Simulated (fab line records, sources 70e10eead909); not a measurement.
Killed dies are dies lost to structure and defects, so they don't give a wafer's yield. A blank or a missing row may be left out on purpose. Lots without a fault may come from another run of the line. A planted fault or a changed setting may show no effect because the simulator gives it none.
Which tool did it? | flow nand_harc | 13 lots, 39 wafers sampled, at 6 steps of a route of 1302

WHAT THE GAUGES READ, wafer by wafer
NHARC_A_CHANNEL_FILL_D1_INSPECT_13. Usual: raw_defect_count 333, standard deviation 120.
lot  | measured     | on                | raw_defect_count | flag
L403 | day 10 22:37 | defect_inspect-01 | 204 306 382      |
L404 | day 10 22:38 | defect_inspect-02 | 248 321 231      |
L405 | day 11 13:44 | defect_inspect-02 | 291 343 479      |
L406 | day 12 09:02 | defect_inspect-02 | 470 386 340      |
L411 | day 14 04:44 | defect_inspect-02 | 180 272 293      |
L412 | day 14 15:55 | defect_inspect-01 | 221 382 369      |
L413 | day 14 15:55 | defect_inspect-02 | 317 484 299      |
L418 | day 17 03:34 | defect_inspect-02 | 563 398 390      |
L419 | day 17 13:00 | defect_inspect-02 | 778 549 378      |
L420 | day 18 12:08 | defect_inspect-01 | 278 336 250      |
L422 | day 19 03:21 | defect_inspect-02 | 218 299 332      |
L424 | day 19 17:08 | defect_inspect-01 | 351 286 309      |
L425 | day 19 17:05 | defect_inspect-01 | 685 449 369      |

NHARC_A_ONON_D2_THK_MEAS_02: measures by ellipsometry. Usual: thk_nm 1002 nm, standard deviation 10.
lot  | measured     | on            | thk_nm (nm)    | flag
L403 | day 12 11:26 | film_metro-02 | 1012 1013 1012 |
L404 | day 12 11:05 | film_metro-02 | 1003 1004 1005 |
L405 | day 13 07:31 | film_metro-01 | 985 987 986    |
L406 | day 13 19:14 | film_metro-01 | 1007 1007 1005 |
L411 | day 15 19:38 | film_metro-01 | 366 365 366    | OFF
L412 | day 16 01:53 | film_metro-01 | 379 382 379    | OFF
L413 | day 16 01:53 | film_metro-02 | 1001 1000 999  |
L418 | day 18 23:52 | film_metro-01 | 1008 1011 1012 |
L419 | day 19 06:22 | film_metro-01 | 1007 1007 1006 |
L420 | day 20 02:01 | film_metro-01 | 1001 1000 999  |
L422 | day 20 13:28 | film_metro-01 | 1002 1003 1001 |
L424 | day 21 02:02 | film_metro-02 | 1011 1011 1009 |
L425 | day 21 01:55 | film_metro-01 | 992 990 991    |

NHARC_END_SORT_01. Usual: killed_at_array 54, standard deviation 12; killed_at_other 0.7, standard deviation 1.1; killed_at_periphery 3.9, standard deviation 2.8; killed_dies 59, standard deviation 13; killed_open 3.4, standard deviation 2; killed_short 2.5, standard deviation 1.7.
lot  | measured     | on        | killed_at_array | killed_at_other | killed_at_periphery | killed_dies | killed_open | killed_short | flag
L411 | day 27 15:32 | prober-02 | 672 668 675     | 0 1 0           | 5 8 2               | 677 677 677 | 5 4 2       | 0 5 0        | OFF
L412 | day 28 03:53 | prober-01 | 670 672 671     | 3 3 4           | 4 2 2               | 677 677 677 | 5 2 4       | 3 1 0        | OFF

WHICH TOOL RAN EACH LOT (tool, then ch and the chambers of the sampled wafers, then the start)
lot  | NHARC_A_CHANNEL_FILL_D1_ALD_03                 | NHARC_A_DECK1_JOINT_CMP_13    | NHARC_A_ONON_D2_DEP_00
L403 | ald_sin_batch-02 ch 0, day 10 22:37 or earlier | cmp-04 ch 1,2,3, day 11 09:05 | pecvd_onon-02 ch 0, day 12 10:59
L404 | ald_sin_batch-02 ch 0, day 10 22:38 or earlier | cmp-02 ch 0,2,3, day 11 09:07 | pecvd_onon-02 ch 0, day 12 10:38
L405 | ald_sin_batch-03 ch 0, day 11 13:44 or earlier | cmp-04 ch 0,3, day 12 00:05   | pecvd_onon-02 ch 0, day 13 07:04
L406 | ald_sin_batch-01 ch 0, day 12 09:02 or earlier | cmp-03 ch 0,1,2, day 12 19:22 | pecvd_onon-04 ch 0, day 13 18:48
L411 | ald_sin_batch-01 ch 0, day 14 04:44 or earlier | cmp-02 ch 0,1, day 14 15:07   | pecvd_onon-04 ch 0, day 15 19:11
L412 | ald_sin_batch-03 ch 0, day 14 15:55 or earlier | cmp-04 ch 0,1,2, day 15 02:13 | pecvd_onon-04 ch 0, day 16 01:23
L413 | ald_sin_batch-03 ch 0, day 14 15:55 or earlier | cmp-03 ch 0,1,2, day 15 02:14 | pecvd_onon-02 ch 0, day 16 01:22
L418 | ald_sin_batch-01 ch 0, day 17 03:34 or earlier | cmp-04 ch 0,1, day 17 13:55   | pecvd_onon-02 ch 0, day 18 23:32
L419 | ald_sin_batch-01 ch 0, day 17 13:00 or earlier | cmp-03 ch 0,1,2, day 17 23:24 | pecvd_onon-02 ch 0, day 19 05:58
L420 | ald_sin_batch-01 ch 0, day 18 12:08 or earlier | cmp-03 ch 1,2,3, day 18 22:22 | pecvd_onon-04 ch 0, day 20 01:37
L422 | ald_sin_batch-01 ch 0, day 19 03:21 or earlier | cmp-04 ch 0,1,2, day 19 13:42 | pecvd_onon-04 ch 0, day 20 13:00
L424 | ald_sin_batch-02 ch 0, day 19 17:08 or earlier | cmp-04 ch 1,2,3, day 20 03:21 | pecvd_onon-04 ch 0, day 21 01:34
L425 | ald_sin_batch-02 ch 0, day 19 17:05 or earlier | cmp-04 ch 2,3, day 20 03:28   | pecvd_onon-03 ch 0, day 21 01:32
- NHARC_A_CHANNEL_FILL_D1_ALD_03: deposits SiNx, target thk 6 nm, pulse time 60 s, ald cycles 58.
- NHARC_A_DECK1_JOINT_CMP_13: polishes, target thk 51.023 nm.
- NHARC_A_ONON_D2_DEP_00: target thk 1000 nm.

WHAT THE TOOLS THEMSELVES READ (means of the sampled wafers that have a number; where no wafer has one, the mark that the record gives instead)
NHARC_A_CHANNEL_FILL_D1_ALD_03. Usual: precursor_pulse_height_rel 1.001, standard deviation 0.022.
lot  | tool             | precursor_pulse_height_rel | flag
L403 | ald_sin_batch-02 | 1.017                      |
L404 | ald_sin_batch-02 | 0.969                      |
L405 | ald_sin_batch-03 | 0.984                      |
L406 | ald_sin_batch-01 | 0.982                      |
L411 | ald_sin_batch-01 | 1.014                      |
L412 | ald_sin_batch-03 | 1.002                      |
L413 | ald_sin_batch-03 | 1.008                      |
L418 | ald_sin_batch-01 | 0.997                      |
L419 | ald_sin_batch-01 | 0.996                      |
L420 | ald_sin_batch-01 | 0.997                      |
L422 | ald_sin_batch-01 | 0.975                      |
L424 | ald_sin_batch-02 | 0.989                      |
L425 | ald_sin_batch-02 | 0.988                      |

NHARC_A_DECK1_JOINT_CMP_13. Usual: motor_current_A 12.3 A, standard deviation 1.1; time_to_endpoint_s 10.2 s, standard deviation 3.
lot  | tool   | motor_current_A (A) | time_to_endpoint_s (s) | flag
L403 | cmp-04 | 12.1                | 9.1                    |
L404 | cmp-02 | 13.9                | 8.4                    |
L405 | cmp-04 | 10.8                | 8.4                    |
L406 | cmp-03 | 13.1                | 8.6                    |
L411 | cmp-02 | 12.4                | 8.1                    |
L412 | cmp-04 | 11.5                | 11.2                   |
L413 | cmp-03 | 13.3                | 10.2                   |
L418 | cmp-04 | 12.7                | 10.7                   |
L419 | cmp-03 | 13.0                | 7.9                    |
L420 | cmp-03 | 13.3                | 10.9                   |
L422 | cmp-04 | 11.7                | 11.5                   |
L424 | cmp-04 | 12.0                | 13.5                   |
L425 | cmp-04 | 11.8                | 11.7                   |

THE ANSWER, worked out from the rows above alone
Rule: a lot is off if the mean of its wafers that have a number lies more than 3 standard deviations from the usual mean. A lot without any number at a reading at which 4 lots or more have one is off too. The other lots that the step has rows for count as sound. The gauges are gone through in route order, then the tools' own readings, and for those a lot's mean is taken as printed above. The first step at which some lot is off is used, and at that step the reading that is off furthest; a lot without a number counts as furthest.
Off: L411, L412, at NHARC_A_ONON_D2_THK_MEAS_02 (thk_nm).
A tool fits if, at a process step before that reading, it ran every lot that is off, and no sound lot after the first of them. The gauges at NHARC_A_ONON_D2_THK_MEAS_02 aren't tried: what is off there is off at NHARC_END_SORT_01 too, on other tools, and a gauge's error can't cause that. NHARC_A_CHANNEL_FILL_D1_ALD_03 gives no start for some lots, so the hours and the order of its lots are those of NHARC_A_CHANNEL_FILL_D1_INSPECT_13. None of those tried fits.

WHAT THE SIMULATOR HAD PUT IN
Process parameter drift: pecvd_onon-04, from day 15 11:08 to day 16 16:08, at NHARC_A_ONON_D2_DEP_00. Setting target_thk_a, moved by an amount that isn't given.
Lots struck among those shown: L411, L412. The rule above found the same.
